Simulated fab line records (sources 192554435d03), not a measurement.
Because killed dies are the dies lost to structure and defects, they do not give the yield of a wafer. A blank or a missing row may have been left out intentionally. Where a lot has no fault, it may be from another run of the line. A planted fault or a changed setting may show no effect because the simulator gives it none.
One fault seen from 2 desks | flow n5 finfet | each desk holds nothing but its own numbers, with what lay behind them at the end

## FOR THE TOOL OWNER'S DESK: epi rpcvd-01
The tool's own readings at N5_SD_EPI_N_EPI_21 (deposits Si:P, time 690 s): means of the sampled wafers that have a number, for each lot that ran on this tool. The brackets show how far a lot's mean lies from the usual mean; more than 4 standard deviations puts the lot out of limits, marked OUT.
Columns: A = susceptor_temp_C_max at N5_SD_EPI_N_EPI_21, usual 681.4
lot  | first seen here | A
L660 | day 4 10:56     | 680.8
L665 | day 5 16:39     | 680.7
L666 | day 5 23:22     | 680.6
L667 | day 6 06:29     | 680.9
L668 | day 6 11:14     | 680.5
L671 | day 7 03:52     | 680.5
Finding of this desk: none of the 6 lots has anything out of limits.

## AT THE METROLOGY DESK
Means of the sampled wafers that have a number, per lot and without regard to the tool the lot ran on: this is what the gauges read. The brackets show how far a lot's mean lies from the usual mean; more than 4 standard deviations puts the lot out of limits, marked OUT. 7 of its 11 readings are shown, namely those furthest out on some lot.
Columns: A = SD_P_BLK_OVL at N5_SD_EPI_P_OVL_MEAS_10, usual 0.2 nm; B = DIBL_N at N5_BEOL_M4_RC_MEAS_101, usual 36.3 mV/V; C = IOFF_N at N5_BEOL_M4_RC_MEAS_101, usual 0.16 nA/um; D = ION_N at N5_BEOL_M4_RC_MEAS_101, usual 677 uA/um; E = SS_N at N5_BEOL_M4_RC_MEAS_101, usual 71.5 mV/dec; F = SS_P at N5_BEOL_M4_RC_MEAS_101, usual 73.2 mV/dec; G = VT_N at N5_BEOL_M4_RC_MEAS_101, usual 249 mV
lot  | first seen here | A    | B    | C    | D   | E    | F    | G
L656 | day 3 11:34     | -0.3 | 36.2 | 0.15 | 672 | 71.5 | 72.9 | 251
L658 | day 4 00:16     | -0.2 | 36.3 | 0.16 | 673 | 72.2 | 73.4 | 250
L660 | day 4 13:21     | -0.6 | 38.2 | 0.19 | 694 | 71.7 | 74.1 | 247
L661 | day 4 22:02     | 0.2  | 38.4 | 0.20 | 685 | 71.8 | 73.6 | 246
L665 | day 5 19:21     | 0.2  | 39.1 | 0.17 | 677 | 72.4 | 73.6 | 250
L666 | day 6 01:56     | 0.5  | 35.9 | 0.16 | 671 | 71.0 | 73.2 | 250
L667 | day 6 08:43     | 1.4  | 35.9 | 0.14 | 668 | 70.9 | 72.5 | 253
L668 | day 6 13:07     | -0.7 | 38.9 | 0.18 | 682 | 72.8 | 73.7 | 250
L671 | day 7 06:11     | 0.3  | 36.5 | 0.15 | 671 | 70.9 | 72.4 | 251
L677 | day 8 21:00     | -0.4 | 36.2 | 0.16 | 682 | 71.6 | 73.1 | 248
Finding of this desk: none of the 10 lots has anything out of limits.

## ALL TOGETHER
The tool owner's desk saw nothing out of limits.
Nothing out of limits was seen by the metrology desk.

## WHAT THE SIMULATOR PUT IN
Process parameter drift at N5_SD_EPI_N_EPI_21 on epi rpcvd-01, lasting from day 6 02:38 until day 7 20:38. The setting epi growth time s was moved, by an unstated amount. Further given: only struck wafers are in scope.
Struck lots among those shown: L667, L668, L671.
